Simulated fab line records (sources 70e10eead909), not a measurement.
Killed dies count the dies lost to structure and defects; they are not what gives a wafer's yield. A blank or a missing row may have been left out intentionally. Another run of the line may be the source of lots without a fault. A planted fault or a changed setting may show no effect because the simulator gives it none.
Problem report, 8D (eight disciplines) form, completed by code / flow nand-harc / the parts of the form that need people (team, actions taken, sign-off) are left out

## 1. THE ISSUE
Wafers without a fault read 198, standard deviation 76; raw-defect-count at NHARC_P_GATE_INSPECT_68 reads a mean of 790 on 3 wafers belonging to 3 lots. That is +7.8 standard deviations from the usual mean.
First observed at day 7 20:07: wafer L945.5, on defect-inspect-01. Wafers with a number at this step in the record: 39, from 13 lots. Rule for "out" (also "out of limits"): further than 4 standard deviations from the usual mean. All remaining wafers that have a number are taken as sound.

## 2. WHAT IT IS, WHAT IT ISN'T
question=which readings at this step | is=raw-defect-count | is not=-
question=which lots | is=L945, L947, L948 | is not=L935, L938, L939, L949, L950, L952, L953, L954, L957, L958
question=which wafers of those lots | is=L945.5, L947.2, L948.1 | is not=L945.3, L945.6, L947.1, L947.4, L948.2, L948.4
question=read on which gauges | is=defect-inspect-01, defect-inspect-02 | is not=-
question=when | is=from day 7 20:07 | is not=up to then (11 sound wafers); but 25 sound wafers of L947, L948, L949, L950, L952, L953, L954, L957, L958 came after

## 3. THE SUSPECTS, EACH WITH WHAT RULES IT OUT
Counting: a tool at a process step up to the reading stays a suspect if it ran every lot that is out. Sound lots after the first of them don't rule it out here, since some wafers of a struck lot are sound.
- ruled out: the gauge at NHARC_P_GATE_INSPECT_68. 2 gauges (defect-inspect-01, defect-inspect-02) read the wafers that are out.
- rie-diel-07 at NHARC_P_GATE_ETCH_114 (etches the open film in CF4/O2, target depth 30 nm, overetch 3 nm, time 16.5 s): kept. It processed each lot that is out (first: L945, day 7 01:00); up to then, its last sound lot is L938 (day 5 09:00).
- plasma-asher-01 at NHARC_P_GATE_STRIP_95 (strips in O2): kept. It processed each lot that is out (first: L945, day 7 18:04); up to then, its last sound lot is L938 (day 6 01:51).
- pvd-sputter-02 at NHARC_P_GATE_DEGAS_109 (time 60 s): kept. It processed each lot that is out (first: L945, day 7 18:55); up to then, its last sound lot is L939 (day 6 10:05).
- Within rie-diel-07 at NHARC_P_GATE_ETCH_114: the wafers that are out ran in chamber 0; their sound lot-mates ran in chambers 2, 3.
After the count, these remain: rie-diel-07 at NHARC_P_GATE_ETCH_114, plasma-asher-01 at NHARC_P_GATE_STRIP_95 and pvd-sputter-02 at NHARC_P_GATE_DEGAS_109.

## 4. THE CAUSE (what the simulator had put in)
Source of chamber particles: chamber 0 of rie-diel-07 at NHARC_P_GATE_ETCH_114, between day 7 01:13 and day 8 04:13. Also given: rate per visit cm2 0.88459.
Of the 3 suspects that counting leaves, this tool is one.

## 5. SEQUENCE OF EFFECTS, ordered by route
One row per reading whose mean, taken over the struck wafers that have a number, lies over 3 standard deviations from the usual. Scope: only readings with a usual standard deviation given in the record; hours: median across lots of the time from each lot's start at the first step in this table that gives one to its start at this step; sigmas: change in usual standard deviations.
hours=0; step=NHARC_P_GATE_INSPECT_68; reading=raw-defect-count; usual=198; on struck wafers=790; change=+592; sigmas=+7.8
hours=319; step=NHARC_END_SORT_01; reading=killed-at-periphery; usual=3.8; on struck wafers=88.7; change=+84.9; sigmas=+31
hours=319; step=NHARC_END_SORT_01; reading=killed-dies; usual=31; on struck wafers=111; change=+80; sigmas=+8.0

## 6. HOW IT WOULD HAVE BEEN CAUGHT EARLIER
Counted from the fault's start at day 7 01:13, it took 19 hours until the first out-of-limits reading at a measuring or inspecting step in this record, taken at day 7 20:07.
Of the tool readings at NHARC_P_GATE_ETCH_114 for which the record gives a usual standard deviation, none was out on any struck wafer, so an alarm limit of 4 standard deviations on them would not have fired.
Among the 3 lots that are out, L948, L947 began NHARC_P_GATE_ETCH_114 on rie-diel-07 after day 7 20:07. A hold on the tool at that time would have spared those 2.
